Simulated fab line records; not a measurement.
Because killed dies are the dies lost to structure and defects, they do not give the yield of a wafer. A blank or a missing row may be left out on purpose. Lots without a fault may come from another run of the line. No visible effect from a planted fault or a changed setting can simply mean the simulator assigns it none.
Problem report in the 8D (eight disciplines) form, filled by code -- flow nand_harc -- the parts of the form that need people (team, actions taken, sign-off) are left out

== 1. WHAT WENT WRONG ==
Mean of killed_dies at NHARC_END_SORT_01: 322 over 3 wafers from 1 lot, against 29 (standard deviation 9.9) on wafers with no fault. Measured from the usual mean, that is +30 standard deviations.
The first sign was on wafer L439.2 at day 22 22:02, on prober-02. The record has a number at this step for 6 wafers belonging to 2 lots. Rule for "out" (also "out of limits"): further than 4 standard deviations from the usual mean. Any other wafer with a number is counted as sound.

== 2. WHAT IT IS AND WHAT IT IS NOT ==
question,is,is not
which readings at this step,"killed_dies, killed_at_array","killed_at_other, killed_at_periphery, killed_open, killed_short"
which lots,L439,L429
which wafers of those lots,all that have a number,-
read on which gauges,prober-02,-
when,from day 22 22:02,up to then (3 sound wafers)

== 3. THE SUSPECTS, EACH WITH WHAT RULES IT OUT ==
Counting: a tool stays on the suspect list if, at a process step up to the reading, it processed all lots that are out and no sound lot following the first of them.
- the gauge at NHARC_END_SORT_01: kept. All the wafers that are out were read on prober-02, and no step on other tools shows them out.
- cvd_w-01 at NHARC_A_WL_FILL_CVD_03 (deposits W, target thk 40 nm, time 3302 s): kept. It ran the lot that is out, L439 (day 18 13:28), and no sound lot after that; its last sound lot up to then is L429 (day 16 05:48).
- rie_diel-10 at NHARC_THIN_TSV_DESCUM_14 (chemistry O2, time 3 s): kept. It ran the lot that is out, L439 (day 22 06:07), and no sound lot after that; its last sound lot up to then is L429 (day 20 07:49).
- rie_metal-03 at NHARC_THIN_TSV_ETCH_59 (etches the open film in Cl2/BCl3, target depth 880 nm, time 138.1 s): kept. It ran the lot that is out, L439 (day 22 12:07), and no sound lot after that.
Left after counting: cvd_w-01 at NHARC_A_WL_FILL_CVD_03, rie_diel-10 at NHARC_THIN_TSV_DESCUM_14, rie_metal-03 at NHARC_THIN_TSV_ETCH_59, prober-02 at NHARC_END_SORT_01.

== 4. THE CAUSE (what the simulator had put in) ==
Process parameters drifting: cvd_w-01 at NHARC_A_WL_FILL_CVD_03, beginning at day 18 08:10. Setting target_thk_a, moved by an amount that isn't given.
Counting left 4 suspects, and this tool is among them.

== 5. THE CHAIN OF EFFECTS, in route order ==
Each row: a reading where the mean over the struck wafers with a number is more than 3 standard deviations away from the usual. Readings are gone through only where the record gives a usual standard deviation; hours: the median, over the lots, of the time from a lot's start at the first step in this table giving one to that lot's start at this step; sigmas: the change measured in usual standard deviations.
hours,step,reading,usual,on struck wafers,change,sigmas
0,NHARC_END_SORT_01,killed_at_array,26,317,+291,+29
0,NHARC_END_SORT_01,killed_dies,29,322,+293,+30

== 6. WHAT WOULD HAVE CAUGHT IT SOONER ==
Counted from the fault's start at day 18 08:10, it took 110 hours until the first out-of-limits reading at a measuring or inspecting step in this record, taken at day 22 22:02.
Tool readings at NHARC_A_WL_FILL_CVD_03 with a usual standard deviation given in the record: none out on any struck wafer, hence no alarm at a limit of 4 standard deviations on them.
All the lots that are out (1) had begun NHARC_A_WL_FILL_CVD_03 on cvd_w-01 by day 22 22:02. None of them would have been spared by holding the tool at that moment.
